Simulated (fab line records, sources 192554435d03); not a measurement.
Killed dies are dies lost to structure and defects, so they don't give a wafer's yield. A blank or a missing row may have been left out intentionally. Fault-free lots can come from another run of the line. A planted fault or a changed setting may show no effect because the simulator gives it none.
fab line records | flow n5Finfet
record lots=6 wafers=18 lastDay=18
route steps=1938 shown BEOL_M4@1107 BEOL_M5@1112 PASSIVATION@1936
lots with no fault: from the same line, run without faults
startH: start of the lot's first displayed wafer, in hours after the record's first day | waitH: how many hours have passed since the lot's step before this one | " identical to the entry in the row above | L1.1+2: a single row standing in for several wafers | - value missing, or start not given | * or withheld: withheld | < > ~ a bound
route shown NAME@n: a module of which the file shows steps, and the number in the route of the first | usual: mean/standard deviation of fault-free wafers | same: alike in all rows | chamber/n: place in a boat | sites: each site's reading | _std_site: their standard deviation | _edge_site: the outer-site mean with the inner-site mean subtracted | radiusMm: how far each site lies from the wafer's centre | mask NAME#n: copy n | behind: the tool/chamber that last shaped the wafer | hold: why the lot went on hold/how many hours it stayed there/how the hold came to an end | device: whichever transistor did not switch (one of n, p or np) | end of line: tests of these same wafers at the route's end | for a step that has no rows: nothing shown but its recipe | killed: at the first sort, the dies lost to defects and structure; wafer yield is something else | map: a wafer's dies, marking killed ones x, the rest . and places with no die _
set.NAME: setting as actually run; set.NAME@STEP: the setting as run at that earlier step | model.NAME: the simulator's own value behind a step, which no gauge read
lots at some steps of the route; a table a step, a row a wafer
services: when a tool's chamber went out of use (startH, in hours from the record's first day, below 0 if earlier), for how many hours, and the reason
## steps
# step N5_BEOL_M4_PRE_CLEAN_56
# recipe gas=NH3 timeS=15 tempC=withheld rfPowerW=300
# step N5_BEOL_M4_DEP_57
# recipe material=SiCN targetThkA=80 tempC=withheld precursor=3MS/NH3 pressureTorr=3 rfW=202 timeS=14
# usual showerheadPlenumPTorr=3.663/0.0085 throttleValvePct=9.0/0.4
# columns lot.wafer tool chamber startH waitH showerheadPlenumPTorr throttleValvePct
L994.1 pecvd-04 1 178.69 0.0 3.640 9.2
L994.4 " 0 " " 3.666 9.1
L994.5 " 2 " " 3.663 8.1
L995.2 pecvd-02 1 203.07 0.0 3.667 8.9
L995.4 " 0 " " 3.661 9.5
L995.5 " 1 " " 3.671 9.0
L102.2 pecvd-04 2 222.40 0.0 3.668 8.2
L102.3 " 0 " " 3.656 9.5
L102.4 " 0 " " 3.657 9.3
L106.1 pecvd-04 1 253.62 0.0 3.644 9.3
L106.3 " 0 " " 3.667 9.2
L106.4 " 0 " " 3.664 9.4
L110.1 pecvd-01 1 271.71 0.0 3.660 9.2
L110.4 " 2 " " 3.682 9.1
L110.6 " 1 " " 3.658 8.9
L116.1 pecvd-04 1 313.97 0.0 3.649 9.0
L116.4 " 2 " " 3.658 8.3
L116.5 " 1 " " 3.657 9.3
# step N5_BEOL_M4_RS_MEAS_58
# recipe thkMeasGauge=four-point-probe reads=Co_of_BEOL_M4_CO_CAP_55+Cu_of_BEOL_M4_ECD_50+Co_of_BEOL_M4_CVD_47+TaN_of_BEOL_M4_ALD_84
# usual M4_RS=0.70/0.043
# columns lot.wafer tool chamber startH waitH M4_RS[ohm/sq]
L994.1 filmMetro-01 - 178.75 0.0 0.68
L994.4 " - " " 0.67
L994.5 " - " " 0.69
L995.2 filmMetro-01 - 203.14 0.1 0.77
L995.4 " - " " 0.67
L995.5 " - " " 0.68
L102.2 filmMetro-01 - 222.46 0.1 0.64
L102.3 " - " " 0.73
L102.4 " - " " 0.74
L106.1 filmMetro-01 - 253.69 0.0 0.80
L106.3 " - " " 0.67
L106.4 " - " " 0.81
L110.1 filmMetro-01 - 271.78 0.0 0.65
L110.4 " - " " 0.70
L110.6 " - " " 0.72
L116.1 filmMetro-02 - 314.03 0.0 0.69
L116.4 " - " " 0.72
L116.5 " - " " 0.63
# step N5_BEOL_M4_INSPECT_59
# recipe inspectInstrument=darkfield mode=postDep
# usual rawDefectCount=73/22
# columns lot.wafer tool chamber startH waitH rawDefectCount
L994.1 defectInspect-02 - 178.78 0.0 73
L994.4 " - " " 82
L994.5 " - " " 95
L995.2 defectInspect-01 - 203.17 0.0 74
L995.4 " - " " 72
L995.5 " - " " 71
L102.2 defectInspect-02 - 222.49 0.0 50
L102.3 " - " " 83
L102.4 " - " " 92
L106.1 defectInspect-01 - 253.72 0.0 53
L106.3 " - " " 40
L106.4 " - " " 92
L110.1 defectInspect-01 - 271.80 0.0 64
L110.4 " - " " 63
L110.6 " - " " 95
L116.1 defectInspect-01 - 314.06 0.0 55
L116.4 " - " " 40
L116.5 " - " " 91
# step N5_BEOL_M4_RC_MEAS_101
# usual DIBL_N=37.2/2.5 DIBL_P=38/3 IOFF_N=0.17/0.044 IOFF_P=0.24/0.059 ION_N=667/13 ION_P=461/7.9 SS_N=71.8/0.86 SS_P=73.6/0.92 VT_N=250/4.1 VT_P=-249/3.9
# columns lot.wafer tool chamber startH waitH DIBL_N[mV/V] DIBL_P[mV/V] IOFF_N[nA/um] IOFF_P[nA/um] ION_N[uA/um] ION_P[uA/um] SS_N[mV/dec] SS_P[mV/dec] VT_N[mV] VT_P[mV]
L994.1 prober-01 0 178.80 0.0 38.8 39 0.20 0.26 678 464 72.4 73.1 247 -247
L994.4 " 0 " " 34.9 34 0.12 0.17 654 453 71.8 72.8 252 -252
L994.5 " 0 " " 41.2 42 0.25 0.32 699 479 73.4 74.8 244 -243
L995.2 prober-01 0 203.35 0.2 33.8 35 0.11 0.16 638 445 71.5 73.7 256 -252
L995.4 " 0 " " 36.5 39 0.17 0.25 674 462 71.5 74.5 248 -249
L995.5 " 0 " " 35.1 37 0.15 0.21 673 458 70.7 73.8 249 -250
L102.2 prober-02 0 222.67 0.2 38.1 39 0.17 0.24 668 468 70.7 73.5 251 -249
L102.3 " 0 " " 39.5 41 0.22 0.29 685 473 71.3 73.9 248 -243
L102.4 " 0 " " 35.0 35 0.13 0.18 651 457 70.9 72.6 251 -252
L106.1 prober-02 0 253.75 0.0 36.5 40 0.20 0.27 678 471 71.9 73.7 244 -247
L106.3 " 0 " " 35.4 37 0.17 0.23 664 455 72.4 73.5 246 -247
L106.4 " 0 " " 36.2 38 0.17 0.23 670 457 72.3 73.4 249 -246
L110.1 prober-02 0 271.83 0.0 37.2 36 0.15 0.23 654 457 71.6 73.5 253 -251
L110.4 " 0 " " 38.8 39 0.17 0.27 652 459 72.4 74.6 251 -248
L110.6 " 0 " " 34.4 33 0.12 0.20 640 451 71.1 71.8 258 -249
L116.1 prober-02 0 314.09 0.0 31.5 33 0.09 0.15 642 449 70.5 72.2 260 -256
L116.4 " 0 " " 34.6 34 0.13 0.17 657 447 70.6 72.6 256 -253
L116.5 " 0 " " 35.4 35 0.14 0.18 660 454 71.4 72.5 252 -253
# step N5_BEOL_M5_ILD_DEP_00
# recipe material=SiCOH_lowk targetThkA=1406.4 tempC=300 precursor=DEMS/porogen pressureTorr=5 rfW=500 timeS=25.9
# usual heaterPowerW=315/47 showerheadPlenumPTorr=5.744/0.017 throttleValvePct=13.7/0.67
# columns lot.wafer tool chamber startH waitH heaterPowerW showerheadPlenumPTorr throttleValvePct
L994.1 pecvd-04 2 179.78 0.8 337 5.744 12.5
L994.4 " 0 " " 418 5.739 14.0
L994.5 " 1 " " 286 5.725 14.0
L995.2 pecvd-01 0 204.15 0.7 246 5.728 13.9
L995.4 " 0 " " 254 5.727 13.6
L995.5 " 2 " " 335 5.753 13.7
L102.2 pecvd-04 1 223.48 0.7 283 5.722 14.1
L102.3 " 2 " " 383 5.722 12.6
L102.4 " 0 " " 399 5.743 14.2
L106.1 pecvd-03 1 254.72 0.8 313 5.744 15.0
L106.3 " 0 " " 295 5.777 13.1
L106.4 " 0 " " 298 5.781 13.1
L110.1 pecvd-04 1 272.79 0.8 317 5.720 14.2
L110.4 " 2 " " 373 5.735 12.7
L110.6 " 1 " " 315 5.733 14.4
L116.1 pecvd-01 0 315.06 0.8 217 5.739 14.0
L116.4 " 2 " " 284 5.762 13.8
L116.5 " 1 " " 357 5.737 13.8
# step N5_BEOL_M5_CURE_79
# recipe tempC=385 timeS=240 ambient=He/Ar material=SiCOH_lowk
# usual lampPowerPct=52.32/0.053 wafer_temp_C_max=386.7/0.53
# columns lot.wafer tool chamber startH waitH lampPowerPct wafer_temp_C_max
L994.1 uvCure-03 2 179.84 0.0 52.35 387.6
L994.4 " 2 " " 52.33 388.8
L994.5 " 2 " " 52.34 386.9
L995.2 uvCure-03 2 204.29 0.1 52.37 387.5
L995.4 " 2 " " 52.33 386.7
L995.5 " 2 " " 52.34 387.4
L102.2 uvCure-03 0 223.62 0.1 52.34 386.5
L102.3 " 0 " " 52.30 386.2
L102.4 " 0 " " 52.32 386.6
L106.1 uvCure-02 0 254.79 0.1 52.26 386.6
L106.3 " 0 " " 52.40 386.6
L106.4 " 0 " " 52.31 386.5
L110.1 uvCure-02 1 272.85 0.0 52.32 386.7
L110.4 " 1 " " 52.30 386.7
L110.6 " 1 " " 52.28 386.8
L116.1 uvCure-02 0 315.12 0.0 52.30 386.7
L116.4 " 0 " " 52.40 386.3
L116.5 " 0 " " 52.25 386.3
# step N5_BEOL_M5_THK_MEAS_01
# recipe reads=SiCOH_lowk_of_BEOL_M5_ILD_DEP_00
# usual M5_ILD_THK=121.6/2.1
# columns lot.wafer tool chamber startH waitH M5_ILD_THK[nm]
L994.1 filmMetro-01 - 180.35 0.4 120.0
L994.4 " - " " 118.9
L994.5 " - " " 118.3
L995.2 filmMetro-02 - 204.73 0.4 123.9
L995.4 " - " " 126.6
L995.5 " - " " 123.4
L102.2 filmMetro-02 - 224.05 0.4 118.1
L102.3 " - " " 120.0
L102.4 " - " " 118.9
L106.1 filmMetro-01 - 255.30 0.4 120.1
L106.3 " - " " 120.8
L106.4 " - " " 122.2
L110.1 filmMetro-01 - 273.38 0.4 119.0
L110.4 " - " " 123.0
L110.6 " - " " 121.7
L116.1 filmMetro-01 - 315.63 0.4 121.9
L116.4 " - " " 121.0
L116.5 " - " " 123.5
# step N5_BEOL_M5_PECVD_70
# recipe material=SiO2 targetThkA=160 tempC=400 precursor=TEOS/O2 pressureTorr=5.5 rfW=450 teosFlowSccm=53.8 gas=O2 flowSccm=3000 timeS=18
# step N5_BEOL_M5_HM_DEP_02
# recipe material=TiN targetThkA=200 tempC=25 chamberPressurePa=0.49996
# usual chamberPressurePa=0.5000/0.00091 throttleValvePct=29.9/0.81
# columns lot.wafer tool chamber startH waitH chamberPressurePa throttleValvePct
L994.1 pvdSputter-03 - 181.48 1.1 0.4999 30.8
L994.4 " - " " 0.5005 30.2
L994.5 " - " " 0.4999 30.8
L995.2 pvdSputter-01 - 206.28 1.5 0.4979 29.2
L995.4 " - " " 0.4994 29.9
L995.5 " - " " 0.5011 30.0
L102.2 pvdSputter-03 - 227.57 3.5 0.5007 30.2
L102.3 " - " " 0.4990 29.6
L102.4 " - " " 0.5001 30.6
L106.1 pvdSputter-02 - 255.68 0.3 0.5008 30.2
L106.3 " - " " 0.4998 29.2
L106.4 " - " " 0.5005 27.6
L110.1 pvdSputter-01 - 273.48 0.0 0.4993 30.1
L110.4 " - " " 0.5010 29.7
L110.6 " - " " 0.5013 29.9
L116.1 pvdSputter-01 - 316.90 1.2 0.4993 29.0
L116.4 " - " " 0.5011 29.9
L116.5 " - " " 0.4997 29.3
# step N5_BEOL_M5_COAT_59
# recipe resist=SOC tempC=250 timeS=60 spinRpm=1500 resistThkNm=60
# step N5_BEOL_M5_COAT_60
# recipe resist=SiARC tempC=220 timeS=60 spinRpm=1500 resistThkNm=12
# step N5_BEOL_M5_COAT_71
# recipe resist=underlayer tempC=205 timeS=60 spinRpm=1500 resistThkNm=5
# usual heaterPowerTotalW=392.0/1.4 plateTempC=204.95/0.16 spinSpeedRpm=1500.0/1.1
# columns lot.wafer tool chamber startH waitH heaterPowerTotalW plateTempC spinSpeedRpm model.underlayer_of_BEOL_M5_COAT_71.thkNm
L994.1 lithoTrack-01 0 181.61 - 390.1 204.90 1499.5 5
L994.4 " 0 " " 391.0 205.08 1499.8 5
L994.5 " 0 " " 390.3 204.92 1499.4 5
L995.2 lithoTrack-01 0 206.41 - 390.1 205.16 1499.9 5
L995.4 " 0 " " 390.0 204.89 1499.4 5
L995.5 " 0 " " 393.6 205.07 1500.4 5
L102.2 lithoTrack-01 0 227.70 - 393.2 204.81 1499.4 5
L102.3 " 0 " " 392.3 205.07 1499.7 5
L102.4 " 0 " " 393.3 204.59 1500.7 5
L106.1 lithoTrack-01 0 255.82 - 394.0 204.97 1744.1 4.6
L106.3 " 0 " " 389.7 204.89 1745.4 4.6
L106.4 " 0 " " 392.8 204.95 1743.0 4.6
L110.1 lithoTrack-01 0 273.61 - 390.3 204.80 1744.8 4.6
L110.4 " 0 " " 392.7 204.88 1743.6 4.6
L110.6 " 0 " " 392.2 204.80 1743.0 4.6
L116.1 lithoTrack-04 0 317.03 - 389.7 205.32 1502.3 5
L116.4 " 0 " " 393.9 205.07 1501.0 5
L116.5 " 0 " " 390.7 204.85 1501.9 5
# step N5_BEOL_M5_COAT_05
# recipe resist=CAR-EUV spinRpm=1500 resistThkNm=30
# step N5_BEOL_M5_EBR_07
# recipe solvent=PGMEA ebrWidthMm=1.5
# step N5_BEOL_M5_SOFTBAKE_06
# recipe tempC=110 timeS=60 resist=CAR-EUV
# step N5_BEOL_M5_EXPOSE_08
# recipe maskId=M5 na=0.33 sourceShape=annular sigmaInner=0.4 sigmaOuter=0.8 polarization=unpolarized targetCdNm=28 doseMj=35.75
# step N5_BEOL_M5_PEB_09
# recipe pebTempC=100 pebTimeS=60 resist=CAR-EUV
# step N5_BEOL_M5_DEVELOP_10
# recipe developTimeS=30 developer=TMAH resist=CAR-EUV rinseLiquid=surfactantRinse dry=airSpin devTempC=23
# step N5_BEOL_M5_CD_MEAS_11
# recipe targetCdNm=27.74 landingEnergyEv=500 detector=seInlens
# usual cdNm=28.0/0.32
# columns lot.wafer tool chamber startH waitH cdNm
L994.1 cdSem-03 0 181.87 - 28.2
L994.4 " 0 " " 28.2
L994.5 " 0 " " 27.8
L995.2 cdSem-01 0 206.68 - 28.5
L995.4 " 0 " " 28.3
L995.5 " 0 " " 27.7
L102.2 cdSem-02 0 227.96 - 28.2
L102.3 " 0 " " 27.9
L102.4 " 0 " " 28.2
L106.1 cdSem-02 0 256.20 - 28.6
L106.3 " 0 " " 28.0
L106.4 " 0 " " 28.3
L110.1 cdSem-02 0 274.00 - 28.7
L110.4 " 0 " " 27.9
L110.6 " 0 " " 28.1
L116.1 cdSem-03 0 317.42 - 27.9
L116.4 " 0 " " 27.9
L116.5 " 0 " " 27.8
# step N5_BEOL_M5_OVL_MEAS_12
# recipe pointsPerWafer=522
# usual M5_OVL=0.2/0.63
# columns lot.wafer tool chamber startH waitH M5_OVL[nm]
L994.1 overlay-02 0 181.90 0.0 -0.2
L994.4 " 0 " " 0.3
L994.5 " 0 " " 1.0
L995.2 overlay-02 0 206.71 0.0 0.2
L995.4 " 0 " " -0.3
L995.5 " 0 " " 0.0
L102.2 overlay-02 0 228.00 0.0 -0.5
L102.3 " 0 " " -1.1
L102.4 " 0 " " -0.3
L106.1 overlay-01 0 256.23 0.0 -0.6
L106.3 " 0 " " -0.1
L106.4 " 0 " " -0.3
L110.1 overlay-01 0 274.03 0.0 0.7
L110.4 " 0 " " 0.1
L110.6 " 0 " " -0.9
L116.1 overlay-02 0 317.45 0.0 -0.8
L116.4 " 0 " " -1.0
L116.5 " 0 " " -0.8
# step N5_BEOL_M5_INSPECT_13
# recipe mode=adi inspectInstrument=brightfield
# usual rawDefectCount=401/86
# columns lot.wafer tool chamber startH waitH rawDefectCount
L994.1 defectInspect-02 - 181.96 0.1 447
L994.4 " - " " 436
L994.5 " - " " 547
L995.2 defectInspect-02 - 206.76 0.0 409
L995.4 " - " " 366
L995.5 " - " " 441
L102.2 defectInspect-01 - 228.05 0.0 340
L102.3 " - " " 430
L102.4 " - " " 402
L106.1 defectInspect-01 - 256.29 0.1 413
L106.3 " - " " 602
L106.4 " - " " 575
L110.1 defectInspect-01 - 274.08 0.1 334
L110.4 " - " " 332
L110.6 " - " " 384
L116.1 defectInspect-02 - 317.51 0.1 526
L116.4 " - " " 356
L116.5 " - " " 520
# step N5_BEOL_M5_DESCUM_16
# recipe chemistry=O2 timeS=7 sourcePowerW=50 biasPowerW=20 pressureMtorr=20 rfFrequencyHz=2.712e+07 tempC=40 resist=CAR-EUV o2FlowSccm=225
# step N5_BEOL_M5_ETCH_72
# recipe chemistry=N2/H2 target=underlayer targetDepthA=65 maskMaterial=CAR-EUV timeS=5.2 ionEnergyEv=200 pressureMtorr=30 sourceW=840 biasW=150 n2FlowSccm=200 h2FlowSccm=200 ends=cleared
# usual drypumpMotorCurrentA=5.8/0.53 etchRfOnTimeS=5.25/0.17 oesProductAu=0.68/0.063 rfVppV=523.6/2.4 showerheadPlenumPTorr=2.53/0.082 throttleValvePct=17.78/0.27
# columns lot.wafer tool chamber startH waitH drypumpMotorCurrentA etchRfOnTimeS oesProductAu rfHoursCounterH rfVppV showerheadPlenumPTorr throttleValvePct model.etch.depthNm
L994.1 rieDiel-03 1 182.03 0.0 6.6 5.13 0.65 157 522.9 2.52 17.81 4.988
L994.4 " 3 " " 6.6 5.19 0.76 31 527.5 2.70 17.63 4.995
L994.5 " 0 " " 6.0 4.94 0.74 - 524.4 2.58 18.05 5.002
L995.2 rieDiel-03 1 207.13 0.0 6.6 5.14 0.65 166 523.1 2.52 17.82 4.993
L995.4 " 0 " " 6.0 5.00 0.71 70 524.8 2.58 18.06 4.984
L995.5 " 0 " " 6.0 4.92 0.71 - 524.7 2.58 18.05 4.989
L102.2 rieDiel-03 3 228.12 0.0 6.5 5.16 0.74 46 526.9 2.69 17.67 4.983
L102.3 " 1 " " 6.6 5.13 0.65 172 523.1 2.52 17.80 4.987
L102.4 " 2 " " 5.8 5.29 0.66 124 524.6 2.56 17.67 5.004
L106.1 rieDiel-01 1 256.36 0.0 5.4 5.10 0.69 56 522.9 2.47 17.30 4.639
L106.3 " 0 " " 5.5 4.40 0.76 49 524.0 2.46 17.59 4.624
L106.4 " 3 " " 6.1 4.78 0.71 74 523.6 2.57 17.76 4.634
L110.1 rieDiel-05 0 274.27 0.0 5.1 4.94 0.59 210 520.5 2.43 17.98 4.636
L110.4 " 3 " " 5.8 5.07 0.58 225 526.7 2.62 18.23 4.64
L110.6 " 2 " " 5.0 4.83 0.71 - 522.4 2.45 17.79 4.625
L116.1 rieDiel-01 0 317.67 0.0 5.5 4.80 0.74 68 524.0 2.45 17.63 5.025
L116.4 " 1 " " 5.4 5.51 0.67 75 521.1 2.47 17.32 5.025
L116.5 " 2 " " 5.3 5.11 0.74 - 523.3 2.43 17.39 5.028
# step N5_BEOL_M5_ETCH_61
# recipe chemistry=CF4 target=SiARC targetDepthA=156 maskMaterial=CAR-EUV timeS=26 ionEnergyEv=80 pressureMtorr=40 sourceW=545 biasW=36 Ar_flow_sccm=100 cf4FlowSccm=100 ends=cleared
# usual drypumpMotorCurrentA=5.8/0.53 etchRfOnTimeS=26.3/0.69 oesProductAu=0.68/0.061 rfVppV=184.1/1.2 showerheadPlenumPTorr=2.13/0.066 throttleValvePct=15.53/0.23
# columns lot.wafer tool chamber startH waitH drypumpMotorCurrentA etchRfOnTimeS oesProductAu rfHoursCounterH rfVppV showerheadPlenumPTorr throttleValvePct
L994.1 rieDiel-03 1 182.05 0.0 6.6 26.2 0.65 157 184.3 2.13 15.64
L994.4 " 3 " " 6.5 26.2 0.76 31 185.7 2.26 15.30
L994.5 " 0 " " 6.0 25.2 0.73 - 184.2 2.15 15.48
L995.2 rieDiel-03 1 207.15 0.0 6.6 26.1 0.65 166 185.4 2.12 15.65
L995.4 " 0 " " 6.1 25.5 0.71 70 184.3 2.15 15.48
L995.5 " 0 " " 6.0 25.5 0.71 - 184.8 2.15 15.51
L102.2 rieDiel-03 3 228.14 0.0 6.5 26.2 0.74 46 185.7 2.26 15.30
L102.3 " 1 " " 6.6 26.2 0.64 172 183.6 2.12 15.69
L102.4 " 2 " " 5.8 26.6 0.65 124 182.1 2.15 15.50
L106.1 rieDiel-01 1 256.37 0.0 5.4 27.2 0.70 56 183.5 2.10 15.30
L106.3 " 0 " " 5.5 24.1 0.76 49 184.1 2.08 15.30
L106.4 " 3 " " 6.0 25.7 0.71 74 184.6 2.19 15.61
L110.1 rieDiel-05 0 274.29 0.0 5.1 26.5 0.60 210 182.5 2.04 15.59
L110.4 " 3 " " 5.7 27.4 0.58 225 186.0 2.21 16.06
L110.6 " 2 " " 5.0 26.1 0.70 - 182.2 2.06 15.54
L116.1 rieDiel-01 0 317.69 0.0 5.5 24.9 0.73 68 182.9 2.07 15.37
L116.4 " 1 " " 5.4 27.5 0.68 75 184.2 2.09 15.34
L116.5 " 2 " " 5.3 26.3 0.71 - 182.9 2.07 15.28
# step N5_PASSIVATION_PROBE_49
# usual defectLimitedYield=91.5/1.4 killed_at_M0_to_M3=32/11 killed_at_M4_up=12/4.4 killedAtContacts=13/6.1 killedAtFrontEnd=39/12 killedAtOther=3.9/3 killedDies=100/17 killedOpen=66/12 killedShort=33/7.4 sort_bin_5_function=5.0/0.95 sort_bin_6_memory=3.2/0.66 sort_bin_8_speed=0.0/0.33 sortNPass=1079/17 sortYieldPct=91.4/1.5
# same grossDies=1180 killedAtBackSide=0 sort_bin_4_leakage[%]=0
# columns lot.wafer tool chamber startH waitH defectLimitedYield[%] killed_at_M0_to_M3 killed_at_M4_up killedAtContacts killedAtFrontEnd killedAtOther killedDies killedOpen killedShort sort_bin_5_function[%] sort_bin_6_memory[%] sort_bin_8_speed[%] sortNPass sortYieldPct[%]
L994.1 prober-01 - 293.25 0.0 91.7 52 6 14 22 4 98 68 29 5.0 3.1 0 1082 91.7
L994.4 prober-01 - 293.40 0.2 91.4 45 11 8 34 3 101 80 21 5.3 3.1 0 1079 91.4
L994.5 prober-01 - 293.45 0.2 91.6 52 6 6 28 7 99 69 30 4.1 4.0 0 1081 91.6
L106.1 prober-02 - 349.25 0.0 95.2 13 17 4 23 0 57 34 19 3.0 1.8 0 1123 95.2
L106.3 prober-02 - 349.35 0.1 92.3 37 15 16 22 1 91 61 28 4.7 3.1 0 1089 92.3
L106.4 prober-02 - 349.40 0.2 92.2 39 14 9 25 5 92 61 30 4.2 3.3 0 1088 92.2
# killed by level:class
L994.1 BEOL_M2:geometricParticle:open=24 MOL_CONTACT_COAG:geometricParticle:open=10 DUMMY_GATE:geometricParticle:open=6 BEOL_M3:geometricParticle:open=6 BEOL_M3:geometricParticle:short=6 MOL_CONTACT_COAG:geometricParticle:short=4 BEOL_M1:geometricParticle:short=4 STARTING-WAFER:geometricParticle:open=4
L994.4 BEOL_M2:geometricParticle:open=16 BEOL_M3:geometricParticle:open=15 FIN_SAQP:geometricParticle:open=7 MOL_CONTACT_COAG:geometricParticle:open=6 BEOL_M4:geometricParticle:open=6 STI_FIN_REVEAL:geometricParticle:open=5 DUMMY_GATE:geometricParticle:open=5 BEOL_M1:geometricParticle:open=4
L994.5 BEOL_M2:geometricParticle:open=12 BEOL_M0_SAQP:geometricParticle:open=11 BEOL_M3:geometricParticle:open=11 BEOL_M0_SAQP:geometricParticle:short=10 DUMMY_GATE:geometricParticle:open=8 MOL_CONTACT_COAG:geometricParticle:open=5 FIN_SAQP:geometricParticle:short=4 PAD_METAL:geometricParticle:open=4
L106.1 BEOL_M4:geometricParticle:open=7 STI_FIN_REVEAL:geometricParticle:open=5 STARTING-WAFER:geometricParticle:open=5 BEOL_M1:geometricParticle:open=4 BEOL_M0_SAQP:geometricParticle:short=4 MOL_CONTACT_COAG:geometricParticle:open=3 BEOL_M4:geometricParticle:short=3 BEOL_M7:geometricParticle:open=3
L106.3 MOL_CONTACT_COAG:geometricParticle:open=14 BEOL_M0_SAQP:geometricParticle:open=10 BEOL_M0_SAQP:geometricParticle:short=9 BEOL_M1:geometricParticle:open=7 BEOL_M4:geometricParticle:open=6 BEOL_M2:geometricParticle:open=5 DUMMY_GATE:geometricParticle:open=4 BEOL_M4:geometricParticle:short=4
L106.4 MOL_CONTACT_COAG:geometricParticle:open=8 BEOL_M0_SAQP:geometricParticle:short=8 BEOL_M0_SAQP:geometricParticle:open=7 BEOL_M4:geometricParticle:open=7 BEOL_M1:geometricParticle:open=6 BEOL_M2:geometricParticle:open=6 DUMMY_GATE:geometricParticle:open=5 FIN_SAQP:geometricParticle:short=4
## services
# columns tool chamber startH hours kind
rieDiel-05 3 158.44 5.2 repair
uvCure-02 - 162.52 0.8 repair
rieDiel-05 - 183.76 15.6 pm
uvCure-02 - 196.12 1.0 pm
lithoTrack-01 - 200.60 - consumableReplace:filter
rieDiel-05 0 200.72 8.9 repair
pecvd-03 2 202.38 - clean
pecvd-03 2 202.38 - consumableReplace:showerhead
pecvd-03 2 202.38 29.0 scheduledDown
rieDiel-05 1 203.12 7.6 repair
rieDiel-05 1 211.16 - clean
rieDiel-05 1 211.16 - consumableReplace:focusRing
rieDiel-05 1 211.16 31.8 scheduledDown
rieDiel-05 1 211.16 31.8 ventCycle
rieDiel-05 3 215.05 2.0 repair
pecvd-03 - 227.45 0.9 repair
uvCure-02 - 240.64 12.4 repair
rieDiel-03 3 256.81 3.9 repair
pecvd-02 - 266.68 5.9 repair
pecvd-03 2 281.80 4.3 repair
uvCure-02 - 284.84 3.4 pm
uvCure-03 - 285.03 2.1 pm
lithoTrack-01 - 297.48 - consumableReplace:filter
pecvd-03 - 307.84 0.5 repair
## key
firstSign step=N5_BEOL_M5_COAT_71 reading=spinSpeedRpm direction=up sigmas=99+ usual=* struck=*
effect none on later readings
modelEffect step=N5_BEOL_M5_COAT_71 value=underlayer_of_BEOL_M5_COAT_71.thkNm without=5 struck=4.6
modelEffect step=N5_BEOL_M5_ETCH_72 value=etch.depthNm without=4.996 struck=4.633
metAt N5_BEOL_M5_COAT_71
struckWafers L106.1,L106.3,L106.4,L110.1,L110.4,L110.6
onsetBetween 227.70 255.82
fault kind=processParameterDrift tool=lithoTrack-01 chamber=- onsetH=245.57 steps=N5_BEOL_M5_COAT_71 channel=spinRpm offset=* shape=step endH=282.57 actsIn=* stated=*
